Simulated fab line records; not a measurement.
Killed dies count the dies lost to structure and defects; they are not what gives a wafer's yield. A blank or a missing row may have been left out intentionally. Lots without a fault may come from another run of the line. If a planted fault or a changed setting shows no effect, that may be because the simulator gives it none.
A lot that was struck, set against a sound lot | flow n5Finfet | 44 out of 1938 route steps
Sound: these wafers, L529.2, L529.3, L529.6. Struck: wafer L540.4. (L540.1, L540.5 of the same lot were not struck and are left out.) The cause comes at the end.
Each step with rows lists, per side, the tool, then ch with its chambers, then its first start. Under that, the readings that differ: sound wafers | struck wafers | difference of the means | sigmas: that difference in standard deviations of wafers without a fault.
alike: readings with means less than 2 such deviations apart, plus words and numbers identical on both sides. not compared: withheld readings, readings lacking a value on some wafer, bounds such as >300 that could conceal the same value, and numbers that have no deviation in the record and whose values overlap.
Wherever a step has rows on one side only, a row that says differs or no value, or a row with sigmas, the two part there. Non-overlapping numbers with no deviation appear without sigmas and do not part them. A reading missing from all wafers of one side parts the sides only when that side holds two or more wafers.

first, 3 steps without rows for these wafers: N5_BEOL_M1_ANNEAL_95 (time 240 s); N5_BEOL_M1_SPUTTER_96 (material Cu, target thk 4.5 nm, time 8.29 s); N5_BEOL_M1_ECD_50 (material Cu, target thk 300 nm).
N5_BEOL_M1_ANNEAL_51: time 90 s.
  sound on rtpAnneal-01 ch 0, day 7 00:01; struck on rtpAnneal-01 ch 0, day 9 13:58
reading          | sound                | struck | difference | sigmas
wafer_temp_C_max | 226.97 226.92 226.40 | 226.18 | -0.58      | -2
  alike: annealTempC
then, 1 step without rows for these wafers: N5_BEOL_M1_CMP_52 (polishes, stops on SiOC, t overpolish 6.8 s, target thk 40 nm).
N5_BEOL_M1_THK_MEAS_53: measures by xrf.
  struck on filmMetro-01, day 9 14:37; sound on filmMetro-02, day 7 00:34
  alike: M1_THK
N5_BEOL_M1_PRE_CLEAN_60: time 15 s.
  sound on cvdCo-01 ch 0,1,2, day 7 00:39; struck on cvdCo-01 ch 0, day 9 14:39
  alike: heaterPowerW
N5_BEOL_M1_CO_CAP_55: material Co, precursor CCTBA/H2, target thk 2 nm, time 102.1 s.
  sound on cvdCo-01 ch 0,1,2, day 7 00:41; struck on cvdCo-01 ch 0, day 9 14:41
  alike: heaterPowerW
then, 2 steps without rows for these wafers: N5_BEOL_M1_PRE_CLEAN_56 (time 15 s); N5_BEOL_M1_DEP_57 (deposits SiCN from 3MS/NH3, target thk 8 nm, time 14 s).
N5_BEOL_M1_RS_MEAS_58: a four-point-probe measurement.
  struck on filmMetro-02, day 9 14:52; sound on filmMetro-02, day 7 00:52
  alike: M1_RS
N5_BEOL_M1_INSPECT_59: inspects for defects (darkfield).
  struck on defectInspect-02, day 9 14:54; sound on defectInspect-02, day 7 00:54
  alike: rawDefectCount
N5_BEOL_M2_ILD_DEP_00: deposits SiOC from DEMS/O2, target thk 79 nm, time 15.3 s.
  sound on pecvd-02 ch 0,2, day 7 00:56; struck on pecvd-02 ch 0, day 9 14:56
reading                                     | sound          | struck | difference | sigmas
model.SiOC_of_BEOL_M2_ILD_DEP_00.thkNm (nm) | 78.2 78.2 80.8 | 43.6   | -35.5      | 
  alike: heaterPowerW, showerheadPlenumPTorr, throttleValvePct
N5_BEOL_M2_THK_MEAS_01:
  struck on filmMetro-02, day 9 15:00; sound on filmMetro-01, day 7 01:00
reading         | sound          | struck | difference | sigmas
M2_ILD_THK (nm) | 78.2 78.2 80.7 | 43.7   | -35.3      | -27
then, 11 steps without rows for these wafers: N5_BEOL_M2_PECVD_72 (deposits SiO2 from TEOS/O2, target thk 16 nm, time 18 s); N5_BEOL_M2_HM_DEP_02 (deposits TiN, target thk 20 nm); N5_BEOL_M2_COAT_61 (time 60 s, resist thk 60 nm); N5_BEOL_M2_COAT_62 (time 60 s, resist thk 12 nm); N5_BEOL_M2_COAT_73 (time 60 s, resist thk 5 nm); N5_BEOL_M2_COAT_05 (resist thk 30 nm); N5_BEOL_M2_EBR_07; N5_BEOL_M2_SOFTBAKE_06 (time 60 s); N5_BEOL_M2_EXPOSE_08 (exposes mask M2); N5_BEOL_M2_PEB_09 (peb time 60 s); N5_BEOL_M2_DEVELOP_10 (develop time 30 s).
N5_BEOL_M2_CD_MEAS_11 targets a cd of 16.79 nm.
  sound on cdSem-01 ch 0, day 7 04:14; struck on cdSem-03 ch 0, day 9 17:58
  alike: cdNm
N5_BEOL_M2_OVL_MEAS_12:
  sound on overlay-01 ch 0, day 7 04:17; struck on overlay-02 ch 0, day 9 18:00
  alike: M2_OVL
N5_BEOL_M2_INSPECT_13: inspects for defects (brightfield).
  struck on defectInspect-01, day 9 18:04; sound on defectInspect-02, day 7 04:20
  alike: rawDefectCount
then, 2 steps without rows for these wafers: N5_BEOL_M2_DESCUM_16 (chemistry O2, time 7 s); N5_BEOL_M2_ETCH_74 (etches underlayer in N2/H2, target depth 6.5 nm, time 5.2 s).
N5_BEOL_M2_ETCH_63: etches SiARC in CF4, target depth 15.6 nm, time 26 s.
  sound on rieDiel-04 ch 0,2, day 7 04:27; struck on rieDiel-06 ch 1, day 9 18:08
  alike: drypumpMotorCurrentA, etchRfOnTimeS, oesProductAu, rfVppV, showerheadPlenumPTorr, throttleValvePct
  not compared: rfHoursCounterH
N5_BEOL_M2_ETCH_64: etches SOC in N2/H2, target depth 75 nm, overetch 22.5 nm, time 121.9 s.
  sound on rieDiel-04 ch 0,2, day 7 04:28; struck on rieDiel-06 ch 1, day 9 18:10
reading             | sound             | struck | difference | sigmas
oesProductAu (a.u.) | 0.55 0.54 0.55    | 0.66   | +0.11      | +2
rfVppV (V)          | 526.5 524.6 526.5 | 520.2  | -5.7       | -3
  alike: drypumpMotorCurrentA, showerheadPlenumPTorr, throttleValvePct
  not compared: rfHoursCounterH
then, 5 steps without rows for these wafers: N5_BEOL_M2_STRIP_65 (strips in N2/H2); N5_BEOL_M2_STRIP_75 (strips in N2/H2); N5_BEOL_M2_STRIP_66 (strips in CF4); N5_BEOL_M2_HM_OPEN_17 (chemistry Cl2/BCl3, target TiN, target depth 20 nm, overetch 6 nm); N5_BEOL_M2_STRIP_19 (strips in O2).
N5_BEOL_M2_CD_MEAS_18: pitch 36 nm, target cd 18 nm.
  struck on cdSem-02, day 9 18:32; sound on cdSem-02, day 7 04:50
  alike: cdNm
then, 4 steps without rows for these wafers: N5_BEOL_M2_COAT_67 (time 60 s, resist thk 60 nm); N5_BEOL_M2_COAT_68 (time 60 s, resist thk 12 nm); N5_BEOL_M2_COAT_76 (time 60 s, resist thk 5 nm); N5_BEOL_M2_COAT_22 (resist thk 30 nm).
N5_BEOL_M2_CMP_52: polishes, stops on SiOC, t overpolish 6.8 s, target thk 40 nm.
  sound on cmp-03 ch 0,1,3, day 7 12:40; struck on cmp-03 ch 3, day 10 00:59
reading                                     | sound          | struck | difference | sigmas
model.SiOC_of_BEOL_M2_ILD_DEP_00.thkNm (nm) | 75.2 75.2 77.8 | 40.6   | -35.5      | 
  alike: clearingPlatenRpm, motorCurrentA
N5_BEOL_M4_RC_MEAS_101:
  the record has rows for the sound wafers here (prober-01 ch 0, day 8 14:43) and none for the struck ones

## WHERE THEY PART
Earliest at N5_BEOL_M1_ANNEAL_51; latest, in this record, at N5_BEOL_M4_RC_MEAS_101.

WHY: whatever the simulator had introduced
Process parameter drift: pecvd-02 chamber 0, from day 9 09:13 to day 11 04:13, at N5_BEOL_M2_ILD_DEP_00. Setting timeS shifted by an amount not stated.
